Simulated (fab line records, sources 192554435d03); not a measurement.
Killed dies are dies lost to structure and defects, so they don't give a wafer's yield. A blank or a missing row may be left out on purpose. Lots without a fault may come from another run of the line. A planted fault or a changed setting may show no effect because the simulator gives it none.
A sampling plan put to the test | flow n5_finfet | one fab line, 29 faults that these records tell of, each judged on the records of the lots that it struck
The plan is the line's own looks: the steps of the route at which a gauge or an inspection reads the wafer and doesn't change it. A look can be judged if struck wafers have a number there and the file gives its usual mean and standard deviation on fault-free wafers. Caught: at a look after the fault's first step, the mean of the struck wafers lies 4 or more of those standard deviations (sigma) from the usual mean. On the tool: the same test on the tool's own readings at the fault's steps. Another recipe on the struck wafers, or a record that is blank for them alone, also counts as caught.

THE FAULTS, as the simulator had put them in
1. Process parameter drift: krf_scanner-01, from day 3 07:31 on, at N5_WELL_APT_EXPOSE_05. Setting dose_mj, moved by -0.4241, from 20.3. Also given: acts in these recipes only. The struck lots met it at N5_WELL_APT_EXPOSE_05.
2. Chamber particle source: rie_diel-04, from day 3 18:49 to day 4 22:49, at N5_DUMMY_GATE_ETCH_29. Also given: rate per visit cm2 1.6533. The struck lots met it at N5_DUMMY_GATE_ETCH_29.
3. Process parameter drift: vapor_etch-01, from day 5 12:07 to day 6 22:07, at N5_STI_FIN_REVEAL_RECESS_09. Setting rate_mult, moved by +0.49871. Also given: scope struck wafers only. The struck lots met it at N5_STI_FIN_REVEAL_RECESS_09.
4. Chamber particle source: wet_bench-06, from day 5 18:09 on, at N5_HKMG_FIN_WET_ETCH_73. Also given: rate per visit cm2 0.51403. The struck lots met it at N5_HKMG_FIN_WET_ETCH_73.
5. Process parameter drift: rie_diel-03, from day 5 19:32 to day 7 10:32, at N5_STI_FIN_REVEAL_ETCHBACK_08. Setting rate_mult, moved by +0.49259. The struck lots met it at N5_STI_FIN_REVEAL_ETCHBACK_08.
6. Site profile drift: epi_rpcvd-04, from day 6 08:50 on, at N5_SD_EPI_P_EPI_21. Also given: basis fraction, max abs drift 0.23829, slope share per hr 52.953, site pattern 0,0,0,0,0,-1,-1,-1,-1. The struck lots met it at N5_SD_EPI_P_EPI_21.
7. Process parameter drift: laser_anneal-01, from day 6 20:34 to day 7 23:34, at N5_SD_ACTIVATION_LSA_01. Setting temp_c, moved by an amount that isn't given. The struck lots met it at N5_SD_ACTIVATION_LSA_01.
8. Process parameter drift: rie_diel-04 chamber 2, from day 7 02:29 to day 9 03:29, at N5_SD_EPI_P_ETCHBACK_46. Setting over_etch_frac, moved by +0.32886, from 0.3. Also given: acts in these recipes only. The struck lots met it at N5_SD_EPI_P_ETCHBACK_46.
9. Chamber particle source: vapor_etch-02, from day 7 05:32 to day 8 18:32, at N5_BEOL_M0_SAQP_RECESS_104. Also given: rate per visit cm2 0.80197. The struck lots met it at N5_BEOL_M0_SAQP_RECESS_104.
10. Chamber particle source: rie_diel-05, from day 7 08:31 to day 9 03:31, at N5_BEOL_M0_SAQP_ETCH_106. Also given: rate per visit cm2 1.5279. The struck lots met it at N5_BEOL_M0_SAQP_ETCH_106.
11. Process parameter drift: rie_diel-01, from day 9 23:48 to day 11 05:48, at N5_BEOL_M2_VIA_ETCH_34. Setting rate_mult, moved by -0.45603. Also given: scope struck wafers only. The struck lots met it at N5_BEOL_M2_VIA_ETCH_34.
12. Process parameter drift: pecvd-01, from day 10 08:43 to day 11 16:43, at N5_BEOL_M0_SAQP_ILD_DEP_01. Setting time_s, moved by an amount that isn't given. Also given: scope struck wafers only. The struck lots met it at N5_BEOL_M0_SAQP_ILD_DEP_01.
13. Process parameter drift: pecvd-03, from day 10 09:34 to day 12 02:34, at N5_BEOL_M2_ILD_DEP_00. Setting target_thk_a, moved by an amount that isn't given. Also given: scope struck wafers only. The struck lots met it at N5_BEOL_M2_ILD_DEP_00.
14. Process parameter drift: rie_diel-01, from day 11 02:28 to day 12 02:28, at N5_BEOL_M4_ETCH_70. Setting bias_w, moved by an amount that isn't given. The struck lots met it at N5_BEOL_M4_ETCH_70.
15. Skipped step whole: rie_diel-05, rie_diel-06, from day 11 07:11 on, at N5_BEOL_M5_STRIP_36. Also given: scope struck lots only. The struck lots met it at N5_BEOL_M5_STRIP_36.
16. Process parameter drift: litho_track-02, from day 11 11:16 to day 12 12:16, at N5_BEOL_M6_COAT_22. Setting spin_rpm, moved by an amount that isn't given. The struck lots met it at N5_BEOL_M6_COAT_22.
17. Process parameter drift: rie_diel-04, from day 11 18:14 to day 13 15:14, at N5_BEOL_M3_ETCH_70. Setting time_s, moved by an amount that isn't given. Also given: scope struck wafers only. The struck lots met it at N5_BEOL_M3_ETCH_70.
18. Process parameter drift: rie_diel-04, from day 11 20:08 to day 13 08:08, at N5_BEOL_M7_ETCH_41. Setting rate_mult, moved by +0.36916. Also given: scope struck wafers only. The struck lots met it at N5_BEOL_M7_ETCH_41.
19. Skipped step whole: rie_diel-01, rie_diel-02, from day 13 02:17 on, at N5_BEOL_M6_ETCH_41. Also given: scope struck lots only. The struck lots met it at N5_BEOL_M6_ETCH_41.
20. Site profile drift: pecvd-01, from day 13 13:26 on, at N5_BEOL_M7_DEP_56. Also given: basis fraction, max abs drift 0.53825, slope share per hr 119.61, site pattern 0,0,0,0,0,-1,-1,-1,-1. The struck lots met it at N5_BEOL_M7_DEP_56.
21. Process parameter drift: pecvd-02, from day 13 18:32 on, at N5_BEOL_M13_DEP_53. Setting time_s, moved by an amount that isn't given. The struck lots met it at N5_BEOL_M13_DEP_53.
22. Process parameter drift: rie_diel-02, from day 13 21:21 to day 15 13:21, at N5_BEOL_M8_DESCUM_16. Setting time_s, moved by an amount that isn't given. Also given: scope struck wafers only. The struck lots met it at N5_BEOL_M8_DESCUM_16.
23. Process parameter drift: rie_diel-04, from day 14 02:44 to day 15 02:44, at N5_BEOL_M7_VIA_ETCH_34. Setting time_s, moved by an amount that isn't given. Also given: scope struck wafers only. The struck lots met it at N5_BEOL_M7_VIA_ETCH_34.
24. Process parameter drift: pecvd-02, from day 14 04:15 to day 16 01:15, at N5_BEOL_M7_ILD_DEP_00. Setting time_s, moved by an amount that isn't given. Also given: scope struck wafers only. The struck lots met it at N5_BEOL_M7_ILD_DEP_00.
25. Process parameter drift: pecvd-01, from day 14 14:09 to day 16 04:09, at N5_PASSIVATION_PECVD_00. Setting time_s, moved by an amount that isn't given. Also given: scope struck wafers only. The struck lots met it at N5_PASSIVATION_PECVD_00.
26. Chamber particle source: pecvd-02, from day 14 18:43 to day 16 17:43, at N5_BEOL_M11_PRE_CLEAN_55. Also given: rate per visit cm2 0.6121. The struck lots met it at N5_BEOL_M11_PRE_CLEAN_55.
27. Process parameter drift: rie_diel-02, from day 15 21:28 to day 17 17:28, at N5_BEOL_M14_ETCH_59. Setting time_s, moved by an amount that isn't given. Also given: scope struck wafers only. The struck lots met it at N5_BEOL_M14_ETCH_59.
28. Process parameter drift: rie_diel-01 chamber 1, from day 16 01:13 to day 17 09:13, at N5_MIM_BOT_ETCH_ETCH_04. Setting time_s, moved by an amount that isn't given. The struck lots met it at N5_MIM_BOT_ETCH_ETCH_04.
29. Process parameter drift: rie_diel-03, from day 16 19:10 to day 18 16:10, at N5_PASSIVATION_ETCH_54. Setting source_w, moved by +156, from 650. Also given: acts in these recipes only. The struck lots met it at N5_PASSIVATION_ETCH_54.

WHAT THE PLAN SAW
fault | on the tool itself                               | first look that catches it                      | reading, sigma        | median hours from its first step to that look | hours from the fault's start to the first struck lot there | judged looks passed uncaught
1     | exposure_dose_mJ_cm2 -14 sigma                   | none of the 4 looks that can be judged after it | -                     | -                                             | -                                                          | 4
2     | under 2 sigma                                    | N5_DUMMY_GATE_INSPECT_27                        | raw_defect_count +12  | 1.1                                           | 4                                                          | 1
3     | under 2 sigma                                    | N5_STI_FIN_REVEAL_FIN_H_MEAS_10                 | trench_depth_nm +26   | 2.5                                           | 1                                                          | 0
4     | under 2 sigma                                    | no look after it can be judged                  | -                     | -                                             | -                                                          | 0
5     | oes_product_au +4.2 sigma                        | N5_STI_FIN_REVEAL_FIN_H_MEAS_10                 | trench_depth_nm +20   | 3.2                                           | 5                                                          | 0
6     | no reading that can be judged                    | N5_SD_EPI_P_EPI_MEAS_23                         | thk_nm -4.8           | 2.2                                           | 9                                                          | 0
7     | wafer_temp_C_max -51 sigma                       | N5_SD_ACTIVATION_RS_MEAS_03                     | RS_SD_N +11           | 0.2                                           | 2                                                          | 0
8     | only faintly: oes_product_au -2.5 sigma          | not the one look that can be judged after it    | -                     | -                                             | -                                                          | 1
9     | under 2 sigma                                    | N5_BEOL_M0_SAQP_INSPECT_42                      | raw_defect_count +7.0 | 1.9                                           | 5                                                          | 0
10    | under 2 sigma                                    | N5_BEOL_M0_SAQP_INSPECT_42                      | raw_defect_count +13  | 1.8                                           | 2                                                          | 0
11    | only faintly: oes_product_au -2.0 sigma          | not the one look that can be judged after it    | -                     | -                                             | -                                                          | 1
12    | under 2 sigma                                    | N5_BEOL_M0_RS_MEAS_126                          | M0_RS +12             | 14.7                                          | 21                                                         | 0
13    | under 2 sigma                                    | N5_BEOL_M2_THK_MEAS_01                          | M2_ILD_THK +58        | 0.1                                           | 6                                                          | 0
14    | bias_w -27 sigma                                 | not the one look that can be judged after it    | -                     | -                                             | -                                                          | 1
15    | the tool's record is blank for the struck wafers | not the one look that can be judged after it    | -                     | -                                             | -                                                          | 1
16    | spin_speed_rpm +27 sigma                         | none of the 3 looks that can be judged after it | -                     | -                                             | -                                                          | 3
17    | run_length_s -24 sigma                           | not the one look that can be judged after it    | -                     | -                                             | -                                                          | 1
18    | only faintly: oes_product_au +2.1 sigma          | no look after it can be judged                  | -                     | -                                             | -                                                          | 0
19    | the tool's record is blank for the struck wafers | no look after it can be judged                  | -                     | -                                             | -                                                          | 0
20    | under 2 sigma                                    | not the one look that can be judged after it    | -                     | -                                             | -                                                          | 1
21    | under 2 sigma                                    | not the one look that can be judged after it    | -                     | -                                             | -                                                          | 1
22    | under 2 sigma                                    | no look after it can be judged                  | -                     | -                                             | -                                                          | 0
23    | run_length_s +34 sigma                           | no look after it can be judged                  | -                     | -                                             | -                                                          | 0
24    | under 2 sigma                                    | N5_BEOL_M7_THK_MEAS_01                          | M7_ILD_THK -4.2       | 1.1                                           | 14                                                         | 0
25    | under 2 sigma                                    | no look after it can be judged                  | -                     | -                                             | -                                                          | 0
26    | no reading that can be judged                    | N5_BEOL_M11_INSPECT_58                          | raw_defect_count +17  | 0.1                                           | 6                                                          | 0
27    | run_length_s +9.6 sigma                          | no look after it can be judged                  | -                     | -                                             | -                                                          | 0
28    | under 2 sigma                                    | no look after it can be judged                  | -                     | -                                             | -                                                          | 0
29    | rf_fwd_power_W +82 sigma                         | no look after it can be judged                  | -                     | -                                             | -                                                          | 0
A dash: the fault isn't caught, or these records don't give the number.

Caught at a look: 11 of 29. Caught on the tool: 11 of 29. By one or the other: 20 of 29.
Caught on the tool alone: faults 1, 14, 15, 16, 17, 19, 23, 27, 29.
Caught at a look alone: faults 2, 3, 6, 9, 10, 12, 13, 24, 26.
Caught by neither: faults 4, 8, 11, 18, 20, 21, 22, 25, 28.

THINNER SAMPLING
If the look that catches a fault measured only every second or every third lot, by lot number, the first struck lot would be measured this late in the worst case:
fault | struck lots at that look, in order of time | every lot | every second lot | every third lot
2     | L908, L912                                 | 4 h       | may miss all 2   | may miss all 2
3     | L221, L222, L227                           | 1 h       | 4 h              | may miss all 3
5     | L691, L692                                 | 5 h       | 12 h             | may miss all 2
6     | L147, L149                                 | 9 h       | may miss all 2   | may miss all 2
7     | L660, L664                                 | 2 h       | may miss all 2   | may miss all 2
9     | L140, L143                                 | 5 h       | 33 h             | may miss all 2
10    | L633, L634                                 | 2 h       | 14 h             | may miss all 2
12    | L358, L360                                 | 21 h      | may miss all 2   | may miss all 2
13    | L518, L519, L520                           | 6 h       | 6 h              | 10 h
24    | L121, L124, L125                           | 14 h      | 16 h             | may miss all 3
26    | L247, L255                                 | 6 h       | may miss all 2   | may miss all 2
Hours are from the fault's start to the first struck lot that is measured. The limit of 4 sigma was tested on all struck wafers together, so one lot alone may lie under it. Other struck lots may not be in these records.

THE LONGEST TIMED WAY FROM STEP TO LOOK
Fault 12: a median of 14.7 hours passes between N5_BEOL_M0_SAQP_ILD_DEP_01 and N5_BEOL_M0_RS_MEAS_126. No look between them can be judged.
